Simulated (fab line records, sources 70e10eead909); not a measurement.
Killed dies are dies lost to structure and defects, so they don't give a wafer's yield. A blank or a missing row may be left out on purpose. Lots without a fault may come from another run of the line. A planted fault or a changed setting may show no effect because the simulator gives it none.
Which tool did it? | flow nand_harc | 11 lots, 33 wafers sampled, at 7 steps of a route of 1302

WHAT THE GAUGES READ, wafer by wafer
NHARC_A_ONON_D2_THK_MEAS_27: measures by ellipsometry. Usual: thk_nm 1003 nm, standard deviation 8.9.
lot  | measured     | on            | thk_nm (nm)    | flag
L282 | day 12 15:51 | film_metro-02 | 1015 1015 1014 |
L285 | day 14 03:22 | film_metro-02 | 1000 1001 999  |
L286 | day 14 16:37 | film_metro-01 | 1003 1004 1003 |
L287 | day 15 02:17 | film_metro-01 | 1011 1011 1012 |
L291 | day 16 12:25 | film_metro-01 | 992 992 992    |
L290 | day 16 12:25 | film_metro-02 | 1011 1010 1010 |
L292 | day 16 22:36 | film_metro-01 | 999 997 997    |
L293 | day 17 12:14 | film_metro-01 | 993 992 994    |
L299 | day 19 20:38 | film_metro-02 | 999 1002 999   |
L298 | day 19 20:40 | film_metro-01 | 993 992 994    |
L305 | day 22 17:43 | film_metro-01 | 999 999 1001   |

NHARC_A_ONON_D2_THK_MEAS_30: measures by ellipsometry. Usual: thk_nm 998 nm, standard deviation 8.9.
lot  | measured     | on            | thk_nm (nm)    | flag
L282 | day 12 16:25 | film_metro-01 | 1002 1001 1001 |
L285 | day 14 03:55 | film_metro-02 | 1007 1007 1009 |
L286 | day 14 17:11 | film_metro-01 | 1018 1019 1020 |
L287 | day 15 02:51 | film_metro-01 | 992 992 990    |
L291 | day 16 12:59 | film_metro-01 | 991 989 988    |
L290 | day 16 12:59 | film_metro-02 | 986 987 986    |
L292 | day 16 23:10 | film_metro-01 | 985 985 985    |
L293 | day 17 12:49 | film_metro-01 | 998 998 998    |
L299 | day 19 21:13 | film_metro-02 | 998 997 998    |
L298 | day 19 21:13 | film_metro-02 | 987 988 987    |
L305 | day 22 18:17 | film_metro-01 | 993 992 993    |

NHARC_A_CHANNEL_HOLE_D2_CD_MEAS_31. Usual: cd_nm 89.9 nm, standard deviation 1.3.
lot  | measured     | on        | cd_nm (nm)     | flag
L282 | day 13 02:34 | cd_sem-02 | 89.5 88.6 88.3 |
L285 | day 14 21:14 | cd_sem-02 | 1.0 3.4 0.6    | OFF
L286 | day 15 05:37 | cd_sem-01 | 0.0 -1.0 0.0   | OFF
L287 | day 15 13:33 | cd_sem-03 | 0.0 -1.1 0.1   | OFF
L291 | day 16 23:11 | cd_sem-03 | 89.8 91.0 91.0 |
L290 | day 16 23:29 | cd_sem-03 | 88.2 89.6 89.8 |
L292 | day 17 17:05 | cd_sem-01 | 86.7 88.6 89.4 |
L293 | day 17 22:55 | cd_sem-03 | 90.4 91.4 89.9 |
L299 | day 20 08:23 | cd_sem-01 | 92.3 90.7 91.8 |
L298 | day 20 11:05 | cd_sem-01 | 90.3 88.2 91.3 |
L305 | day 23 06:41 | cd_sem-02 | 90.3 88.2 90.8 |

NHARC_END_SORT_01. Usual: killed_at_array 54, standard deviation 17; killed_at_other 1.0, standard deviation 1.4; killed_at_periphery 3.6, standard deviation 2.1; killed_dies 58, standard deviation 17; killed_open 3.2, standard deviation 2; killed_short 2.5, standard deviation 1.5.
lot  | measured     | on        | killed_at_array | killed_at_other | killed_at_periphery | killed_dies | killed_open | killed_short | flag
L285 | day 25 02:53 | prober-01 | 674 674 670     | 0 0 0           | 3 3 7               | 677 677 677 | 8 1 2       | 4 4 3        | OFF
L286 | day 26 03:07 | prober-02 | 668 668 669     | 5 4 3           | 4 5 5               | 677 677 677 | 2 5 2       | 1 3 2        | OFF
L287 | day 26 17:59 | prober-01 | 675 675 676     | 1 1 0           | 1 1 1               | 677 677 677 | 0 2 3       | 3 2 1        | OFF

WHICH TOOL RAN EACH LOT (tool, then ch and the chambers of the sampled wafers, then the start)
lot  | NHARC_A_CHANNEL_HOLE_D2_ETCH_38    | NHARC_A_CHANNEL_HOLE_D2_ETCH_25  | NHARC_A_CHANNEL_HOLE_D2_XSEM_32
L282 | rie_diel-05 ch 0,2,3, day 12 19:56 | har_etch-02 ch 0,1, day 12 23:56 | xsem-02 ch 0, day 13 02:40
L285 | rie_diel-05 ch 0,1,2, day 14 09:01 | har_etch-02 ch 0,1, day 14 18:38 | xsem-01 ch 0, day 14 21:20
L286 | rie_diel-10 ch 0,3, day 14 21:48   | har_etch-02 ch 0,1, day 15 03:25 | xsem-02 ch 0, day 15 05:43
L287 | rie_diel-07 ch 1,2,3, day 15 06:55 | har_etch-01 ch 0,1, day 15 11:05 | xsem-01 ch 0, day 15 13:38
L291 | rie_diel-10 ch 0,1,2, day 16 16:34 | har_etch-02 ch 0,1, day 16 20:50 | xsem-02 ch 0, day 16 23:16
L290 | rie_diel-05 ch 2,3, day 16 16:43   | har_etch-01 ch 0,1, day 16 21:08 | xsem-02 ch 0, day 16 23:34
L292 | rie_diel-10 ch 0,3, day 17 04:15   | har_etch-01 ch 0,1, day 17 14:35 | xsem-01 ch 0, day 17 17:11
L293 | rie_diel-10 ch 0,1,2, day 17 16:21 | har_etch-01 ch 0,1, day 17 20:18 | xsem-01 ch 0, day 17 23:00
L299 | rie_diel-10 ch 0,1,3, day 20 01:44 | har_etch-01 ch 0,1, day 20 05:44 | xsem-01 ch 0, day 20 08:28
L298 | rie_diel-05 ch 0,1, day 20 03:01   | har_etch-02 ch 0,1, day 20 08:38 | xsem-02 ch 0, day 20 11:11
L305 | rie_diel-07 ch 0,1, day 23 00:03   | har_etch-01 ch 1, day 23 04:03   | xsem-02 ch 0, day 23 06:46
- NHARC_A_CHANNEL_HOLE_D2_ETCH_38: etches the open film in CF4, target depth 39 nm, time 65 s.
- NHARC_A_CHANNEL_HOLE_D2_ETCH_25: etches the open film in C4F8/O2/Ar, time 1040.2 s, target depth 1500 nm.
- NHARC_A_CHANNEL_HOLE_D2_XSEM_32

WHAT THE TOOLS THEMSELVES READ (means of the sampled wafers that have a number; where no wafer has one, the mark that the record gives instead)
NHARC_A_CHANNEL_HOLE_D2_ETCH_38. Usual: bias_w 100.0 W, standard deviation 0.31; cf4_flow_sccm 150.0 sccm, standard deviation 0.45; drypump_motor_current_A 5.5 A, standard deviation 0.44; oes_product_au 0.999 a.u., standard deviation 0.01; rf_fwd_power_W 297.1 W, standard deviation 1.2; rf_vpp_V 151.4 V, standard deviation 1.3; showerhead_plenum_p_Torr 1.78 Torr, standard deviation 0.085; throttle_valve_pct 13.283 %, standard deviation 0.0092.
lot  | tool        | bias_w (W) | cf4_flow_sccm (sccm) | drypump_motor_current_A (A) | oes_product_au (a.u.) | rf_fwd_power_W (W) | rf_vpp_V (V) | showerhead_plenum_p_Torr (Torr) | throttle_valve_pct (%) | flag
L282 | rie_diel-05 | 100.1      | 149.9                | 5.6                         | 0.994                 | 296.9              | 151.0        | 1.79                            | 13.289                 |
L285 | rie_diel-05 | 99.9       | 150.4                | 5.7                         | 0.990                 | 296.7              | 150.6        | 1.72                            | 13.280                 |
L286 | rie_diel-10 | 99.8       | 150.4                | 6.2                         | 1.012                 | 295.2              | 152.1        | 1.83                            | 13.277                 |
L287 | rie_diel-07 | 100.1      | 150.1                | 5.4                         | 1.007                 | 297.0              | 151.5        | 1.81                            | 13.284                 |
L291 | rie_diel-10 | 99.8       | 150.4                | 5.6                         | 1.007                 | 297.2              | 151.8        | 1.83                            | 13.283                 |
L290 | rie_diel-05 | 99.9       | 149.7                | 5.4                         | 0.993                 | 297.3              | 152.2        | 1.83                            | 13.278                 |
L292 | rie_diel-10 | 99.9       | 150.1                | 6.2                         | 0.995                 | 296.0              | 152.1        | 1.83                            | 13.289                 |
L293 | rie_diel-10 | 100.0      | 150.4                | 5.6                         | 0.997                 | 297.4              | 152.3        | 1.83                            | 13.277                 |
L299 | rie_diel-10 | 100.0      | 149.8                | 5.7                         | 0.998                 | 296.2              | 151.1        | 1.81                            | 13.287                 |
L298 | rie_diel-05 | 100.2      | 150.0                | 5.4                         | 1.001                 | 298.1              | 150.0        | 1.67                            | 13.286                 |
L305 | rie_diel-07 | 100.2      | 150.2                | 5.3                         | 0.999                 | 296.4              | 151.1        | 1.68                            | 13.280                 |

NHARC_A_CHANNEL_HOLE_D2_ETCH_25. Usual: c4f8_flow_sccm 93.80 sccm, standard deviation 0.28; chamber_pressure_mTorr 20.000 mTorr, standard deviation 0.018; drypump_motor_current_A 6.0 A, standard deviation 0.43; showerhead_plenum_p_Torr 3.73 Torr, standard deviation 0.1; throttle_valve_pct 32.233 %, standard deviation 0.0094.
lot  | tool        | c4f8_flow_sccm (sccm) | chamber_pressure_mTorr (mTorr) | drypump_motor_current_A (A) | showerhead_plenum_p_Torr (Torr) | throttle_valve_pct (%) | flag
L282 | har_etch-02 | 94.25                 | 20.016                         | 6.2                         | 3.68                            | 32.236                 |
L285 | har_etch-02 | -                     | -                              | -                           | -                               | -                      | OFF
L286 | har_etch-02 | -                     | -                              | -                           | -                               | -                      | OFF
L287 | har_etch-01 | -                     | -                              | -                           | -                               | -                      | OFF
L291 | har_etch-02 | 93.70                 | 19.990                         | 5.8                         | 3.61                            | 32.233                 |
L290 | har_etch-01 | 93.54                 | 19.997                         | 6.0                         | 3.76                            | 32.234                 |
L292 | har_etch-01 | 93.78                 | 19.994                         | 6.0                         | 3.76                            | 32.224                 |
L293 | har_etch-01 | 93.85                 | 19.994                         | 6.0                         | 3.75                            | 32.233                 |
L299 | har_etch-01 | 93.62                 | 19.990                         | 6.1                         | 3.69                            | 32.227                 |
L298 | har_etch-02 | 93.50                 | 19.991                         | 5.8                         | 3.83                            | 32.229                 |
L305 | har_etch-01 | 93.67                 | 20.016                         | 6.2                         | 3.62                            | 32.240                 |

NHARC_A_CHANNEL_HOLE_D2_XSEM_32. Usual: bot_cd_nm 74.4 nm, standard deviation 1.3; bow_nm 8.59 nm, standard deviation 0.26; tilt_deg 0.06 degrees, standard deviation 0.042.
lot  | tool    | bot_cd_nm (nm) | bow_nm (nm) | tilt_deg (degrees) | flag
L282 | xsem-02 | 72.6           | 8.64        | 0.02               |
L285 | xsem-01 | 1.6            | 0.17        | 0.01               | OFF
L286 | xsem-02 | 0.0            | 0.50        | 0.11               | OFF
L287 | xsem-01 | 0.2            | 0.22        | 0.05               | OFF
L291 | xsem-02 | 74.1           | 8.94        | 0.08               |
L290 | xsem-02 | 73.7           | 8.84        | 0.11               |
L292 | xsem-01 | 72.7           | 8.40        | 0.06               |
L293 | xsem-01 | 75.6           | 8.76        | -0.04              |
L299 | xsem-01 | 75.3           | 8.39        | 0.07               |
L298 | xsem-02 | 75.6           | 8.57        | 0.09               |
L305 | xsem-02 | 73.5           | 8.39        | 0.05               |

THE ANSWER, worked out from the rows above alone
Rule: a lot is off if the mean of its wafers that have a number lies more than 3 standard deviations from the usual mean. A lot without any number at a reading at which 4 lots or more have one is off too. The other lots that the step has rows for count as sound. The gauges are gone through in route order, then the tools' own readings, and for those a lot's mean is taken as printed above. The first step at which some lot is off is used, and at that step the reading that is off furthest; a lot without a number counts as furthest.
Off: L285, L286, L287, at NHARC_A_CHANNEL_HOLE_D2_CD_MEAS_31 (cd_nm).
A tool fits if, at a process step before that reading, it ran every lot that is off, and no sound lot after the first of them. The gauges at NHARC_A_CHANNEL_HOLE_D2_CD_MEAS_31 aren't tried: what is off there is off at NHARC_END_SORT_01 too, on other tools, and a gauge's error can't cause that. None of those tried fits.

WHAT THE SIMULATOR HAD PUT IN
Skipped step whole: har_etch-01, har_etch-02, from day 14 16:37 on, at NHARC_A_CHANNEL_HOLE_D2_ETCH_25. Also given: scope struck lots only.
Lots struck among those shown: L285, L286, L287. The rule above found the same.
